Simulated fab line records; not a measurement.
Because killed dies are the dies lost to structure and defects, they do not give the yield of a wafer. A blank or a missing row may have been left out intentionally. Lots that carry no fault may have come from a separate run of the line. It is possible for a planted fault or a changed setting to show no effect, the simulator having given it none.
Chamber matching -- flow n5-finfet -- rie-diel-03 running N5_BEOL_M10_STRIP_67: 4 sister chambers
The step strips in CF4. 4 wafers are shown with their chamber, then 8 later ones without.

WAFERS, EACH WITH ITS CHAMBER
wafer,chamber,drypump-motor-current-A (A)
L085.6,2,4.92
L086.3,3,5.44
L086.4,1,5.82
L090.1,0,5.82

WAFERS WITHOUT THEIR CHAMBER
wafer,drypump-motor-current-A (A)
L090.2,5.84
L090.4,5.44
L094.2,5.84
L094.3,5.83
L094.4,4.93
L096.2,5.81
L096.3,4.92
L096.5,5.44

EACH ONE'S CHAMBER
wafer,from the rows above,in truth
L090.2,can't be placed: 0 or 1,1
L090.4,3,3
L094.2,can't be placed: 0 or 1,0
L094.3,can't be placed: 0 or 1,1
L094.4,2,2
L096.2,can't be placed: 0 or 1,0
L096.3,2,2
L096.5,3,3
Correct placement for 4 of the 8. Can't be placed from these rows: 4 (the true chamber is among the candidates in 4). Wrongly placed: 0.
How it was worked out, from the rows above alone: a wafer's distance from a chamber is the root of the sum, over the readings, of the square of ((its reading less the chamber's mean) divided by the reading's scatter). The wafer belongs to the nearest chamber; if the next one is less than 2 further off, it can't be placed. The mean given for a chamber averages the wafers shown for that chamber. The scatter (one wafer shown for each chamber): square how far every hidden wafer sits from the nearest shown wafer, average those squares and take the square root.
